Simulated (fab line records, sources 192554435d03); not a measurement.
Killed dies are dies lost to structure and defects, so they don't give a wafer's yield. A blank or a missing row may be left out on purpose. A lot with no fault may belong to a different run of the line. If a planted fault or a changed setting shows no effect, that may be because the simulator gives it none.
Chamber matching	flow n5-finfet	rie-diel-01 running N5_BEOL_M15_DESCUM_15: 4 sister chambers
The step chemistry O2, time 7.9 s. 16 wafers are shown with their chamber, then 8 later ones without.

EACH WAFER AND ITS CHAMBER
wafer	chamber	drypump-motor-current-A (A)	throttle-valve-pct (%)	oes-product-au (a.u.)
L075.1	1	6.5	20.31	0.87
L075.3	0	6.0	20.81	0.75
L075.5	1	6.5	20.28	0.87
L077.1	3	5.0	20.63	0.70
L077.2	0	6.0	20.82	0.76
L077.3	1	6.5	20.31	0.87
L081.1	3	5.0	20.64	0.70
L081.2	0	6.0	20.82	0.74
L081.3	2	6.0	20.50	0.68
L079.1	1	6.5	20.30	0.86
L079.4	0	6.0	20.82	0.74
L079.6	3	5.0	20.64	0.69
L083.2	0	6.0	20.85	0.73
L083.5	2	5.9	20.51	0.69
L083.6	3	5.0	20.63	0.70
L090.1	2	6.0	20.54	0.68

SIGNATURES (averages over the wafers above)
reading	chamber 0	chamber 1	chamber 2	chamber 3	scatter within a chamber
drypump-motor-current-A	6.000	6.500	5.967	5.000	0.0236
throttle-valve-pct	20.8240	20.3000	20.5167	20.6350	0.0144
oes-product-au	0.7440	0.8675	0.6833	0.6975	0.00784
Rule: a wafer lies at a distance from a chamber equal to the root of the sum of squares, over the readings, of (its reading less the chamber's mean, divided by the reading's scatter). If the next closest chamber is less than 2 further off than the closest, the wafer can't be placed; otherwise it belongs to the closest. How the scatter is found: for the shown wafers, subtract from each reading the mean of its chamber, square and add these, divide the total by (wafers less chambers), then take the root.

WAFERS WHOSE CHAMBER IS MISSING
wafer	drypump-motor-current-A (A)	throttle-valve-pct (%)	oes-product-au (a.u.)
L090.2	5.0	20.68	0.68
L090.3	6.1	20.87	0.73
L093.1	6.1	20.87	0.72
L093.3	6.5	20.36	0.82
L093.5	6.0	20.52	0.67
L096.2	6.0	20.88	0.73
L096.4	6.0	20.87	0.73
L096.6	5.0	20.22	0.98

WHICH CHAMBER EACH WENT THROUGH
wafer	from the rows above	in truth
L090.2	3	3
L090.3	0	0
L093.1	0	0
L093.3	1	1
L093.5	2	2
L096.2	0	0
L096.4	0	0
L096.6	3	3
Correctly placed: 8 of 8. Not placeable from these rows: 0. Placed wrongly: 0.
